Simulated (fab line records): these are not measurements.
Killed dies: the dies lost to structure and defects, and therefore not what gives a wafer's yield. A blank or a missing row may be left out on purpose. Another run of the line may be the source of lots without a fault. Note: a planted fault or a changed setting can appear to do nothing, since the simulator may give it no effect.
Chamber matching ; flow n5 finfet ; rie diel-04 running N5_BEOL_M6_DESCUM_16: 4 sister chambers
The step chemistry O2, time 7.9 s. 18 wafers are shown with their chamber, then 9 later ones without.

== EACH WAFER AND ITS CHAMBER ==
wafer;chamber;drypump motor current A (A);showerhead plenum p Torr (Torr);throttle valve pct (%)
L074.1;2;5.5;2.15;20.77
L074.2;1;6.2;2.21;20.33
L074.3;0;5.5;2.04;20.11
L075.1;0;5.5;2.03;20.12
L075.5;2;5.6;2.15;20.78
L075.6;3;5.7;2.21;20.53
L076.1;0;5.5;2.03;20.13
L076.3;1;6.2;2.21;20.33
L076.4;2;5.6;2.15;20.78
L080.1;1;6.2;2.21;20.33
L080.3;2;5.6;2.15;20.78
L080.5;2;5.6;2.15;20.79
L085.1;3;5.7;2.21;20.55
L085.4;0;5.5;2.03;20.16
L085.6;1;6.2;2.20;20.34
L090.1;2;5.6;2.14;20.82
L090.2;3;5.7;2.21;20.56
L090.3;1;6.2;2.20;20.36

SIGNATURES, as means of the wafers listed above
reading;chamber 0;chamber 1;chamber 2;chamber 3;scatter within a chamber
drypump motor current A;5.500;6.200;5.583;5.700;0.0244
showerhead plenum p Torr;2.0325;2.2060;2.1483;2.2100;0.00446
throttle valve pct;20.1300;20.3380;20.7867;20.5467;0.0171
Rule: a wafer lies at a distance from a chamber equal to the root of the sum of squares, over the readings, of (its reading less the chamber's mean, divided by the reading's scatter). The wafer belongs to the nearest chamber; if the next one is less than 2 further off, it can't be placed. The scatter: the root of (the sum of the squares of (reading less its chamber's mean) over the shown wafers, divided by (wafers less chambers)).

== WAFERS MISSING THEIR CHAMBER ==
wafer;drypump motor current A (A);showerhead plenum p Torr (Torr);throttle valve pct (%)
L092.1;6.2;2.20;20.36
L092.2;5.6;2.14;20.81
L092.3;5.5;2.03;20.17
L091.1;5.6;2.14;20.81
L091.4;5.7;2.20;20.55
L091.6;6.2;2.20;20.37
L097.1;5.7;2.20;20.57
L097.4;5.5;2.02;20.16
L097.6;6.1;2.19;20.38

== CHAMBER TAKEN BY EACH ==
wafer;from the rows above;in truth
L092.1;1;1
L092.2;2;2
L092.3;0;0
L091.1;2;2
L091.4;3;3
L091.6;1;1
L097.1;3;3
L097.4;0;0
L097.6;1;1
Correctly placed: 9 of 9. From these rows, 0 cannot be placed. Wrongly placed: 0.
